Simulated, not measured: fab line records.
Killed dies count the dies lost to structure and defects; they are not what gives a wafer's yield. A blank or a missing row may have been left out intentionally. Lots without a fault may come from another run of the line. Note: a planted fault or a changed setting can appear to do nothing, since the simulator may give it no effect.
Chamber matching | flow n5Finfet | N5_BEOL_M4_DEP_57 on pecvd-01: 3 sister chambers
The step deposits SiCN from 3MS/NH3, target thk 8 nm, time 14 s. 16 wafers are shown with their chamber, then 8 later ones without.

EACH WAFER AND ITS CHAMBER
wafer  | chamber | throttleValvePct (%) | showerheadPlenumPTorr (Torr) | rfFwdPowerW (W)
L074.2 | 0       | 9.8                  | 3.648                        | 198.7
L074.3 | 2       | 9.0                  | 3.674                        | 199.6
L074.5 | 0       | 9.8                  | 3.658                        | 199.9
L075.1 | 1       | 10.7                 | 3.666                        | 198.8
L075.3 | 2       | 8.8                  | 3.671                        | 199.2
L075.5 | 0       | 9.6                  | 3.646                        | 199.4
L077.2 | 1       | 10.5                 | 3.669                        | 198.6
L077.5 | 1       | 10.7                 | 3.674                        | 199.7
L077.6 | 0       | 9.6                  | 3.656                        | 198.1
L079.1 | 1       | 10.4                 | 3.666                        | 199.3
L079.2 | 2       | 8.9                  | 3.677                        | 199.1
L079.5 | 1       | 10.7                 | 3.668                        | 198.3
L081.2 | 0       | 9.7                  | 3.659                        | 200.2
L081.4 | 1       | 10.6                 | 3.681                        | 199.7
L081.5 | 0       | 9.8                  | 3.663                        | 200.5
L083.1 | 0       | 9.4                  | 3.641                        | 199.9

SIGNATURES, as means of the wafers listed above
reading               | chamber 0 | chamber 1 | chamber 2 | scatter within a chamber
throttleValvePct      | 9.671     | 10.600    | 8.900     | 0.134
showerheadPlenumPTorr | 3.65300   | 3.67067   | 3.67400   | 0.00666
rfFwdPowerW           | 199.529   | 199.067   | 199.300   | 0.695
Rule: a wafer's distance from a chamber is the root of the sum, over the readings, of the square of ((its reading less the chamber's mean) divided by the reading's scatter). If the next closest chamber is less than 2 further off than the closest, the wafer can't be placed; otherwise it belongs to the closest. The scatter: take each reading less its chamber's mean, square it, sum over the shown wafers, divide by the number of wafers less the number of chambers, and take the root.

WAFERS MISSING THEIR CHAMBER
wafer  | throttleValvePct (%) | showerheadPlenumPTorr (Torr) | rfFwdPowerW (W)
L083.2 | 9.2                  | 3.675                        | 200.2
L083.3 | 10.7                 | 3.667                        | 198.9
L092.1 | 10.9                 | 3.682                        | 198.3
L092.2 | 9.7                  | 3.656                        | 199.5
L092.5 | 8.9                  | 3.673                        | 200.0
L097.1 | 10.8                 | 3.677                        | 199.2
L097.3 | 9.0                  | 3.668                        | 198.7
L097.5 | 9.1                  | 3.675                        | 198.8

THE CHAMBER EACH PASSED THROUGH
wafer  | from the rows above | in truth
L083.2 | 2                   | 2
L083.3 | 1                   | 1
L092.1 | 1                   | 1
L092.2 | 0                   | 0
L092.5 | 2                   | 2
L097.1 | 1                   | 1
L097.3 | 2                   | 2
L097.5 | 2                   | 2
Placed correctly: 8 of 8. Number that these rows cannot place: 0. Placed wrongly: 0.
